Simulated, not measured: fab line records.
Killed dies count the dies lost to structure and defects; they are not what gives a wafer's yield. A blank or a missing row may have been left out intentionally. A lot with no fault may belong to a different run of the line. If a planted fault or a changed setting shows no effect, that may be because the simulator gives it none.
What tool caused it? | flow n5Finfet | at 1 step of a route of 1938, 15 lots with 45 wafers sampled

## WHAT EACH GAUGE READ, for each wafer
N5_BEOL_M2_OVL_MEAS_12. Usual: M2_OVL typically reads 0.0 nm, with standard deviation 0.56.
lot  | measured     | on         | M2_OVL (nm)   | flag
L200 | day 7 02:19  | overlay-02 | 0.0 -0.1 0.7  | 
L202 | day 7 08:15  | overlay-01 | -0.1 0.7 0.8  | 
L205 | day 8 20:35  | overlay-02 | -0.2 -0.4 0.3 | 
L204 | day 8 20:57  | overlay-02 | 0.2 0.8 -0.2  | 
L207 | day 8 21:43  | overlay-02 | -0.6 -0.2 0.1 | 
L206 | day 8 21:56  | overlay-01 | 1.5 -0.1 1.0  | 
L208 | day 9 03:22  | overlay-01 | 0.2 -0.4 -0.2 | 
L210 | day 9 19:15  | overlay-01 | 0.0 0.2 0.1   | 
L213 | day 10 07:33 | overlay-02 | -0.2 -0.6 0.5 | 
L214 | day 11 01:34 | overlay-01 | 0.8 -0.2 0.2  | 
L215 | day 11 02:32 | overlay-02 | -0.2 -0.6 0.0 | 
L216 | day 11 19:26 | overlay-02 | -0.5 -0.8 0.4 | 
L219 | day 12 11:58 | overlay-02 | 0.1 0.7 -0.5  | 
L220 | day 12 20:18 | overlay-02 | 0.0 0.3 0.4   | 
L221 | day 13 08:10 | overlay-02 | -0.9 -0.1 0.2 | 

## TOOL THAT RAN EACH LOT (tool first, then ch and the chambers of the sampled wafers, then the start)
The record shows no process step preceding these readings.

## WHAT THE TOOLS THEMSELVES READ (means of the sampled wafers that have a number; where no wafer has one, the mark that the record gives instead)
The record holds no such reading with a usual standard deviation.

## THE ANSWER, worked out from the rows above alone
Rule: a lot is off if the mean of its wafers that have a number lies more than 3 standard deviations from the usual mean. A lot without any number at a reading at which 4 lots or more have one is off too. All remaining lots with rows at the step are treated as sound. First the gauges in route order, then the tools' own readings, where a lot's mean is used as printed above. At the first step where some lot is off, the reading lying furthest off is the one used; lots without a number count as furthest.
None of the lots is off at any reading shown; this tells nothing.

## WHAT THE SIMULATOR HAD PUT IN
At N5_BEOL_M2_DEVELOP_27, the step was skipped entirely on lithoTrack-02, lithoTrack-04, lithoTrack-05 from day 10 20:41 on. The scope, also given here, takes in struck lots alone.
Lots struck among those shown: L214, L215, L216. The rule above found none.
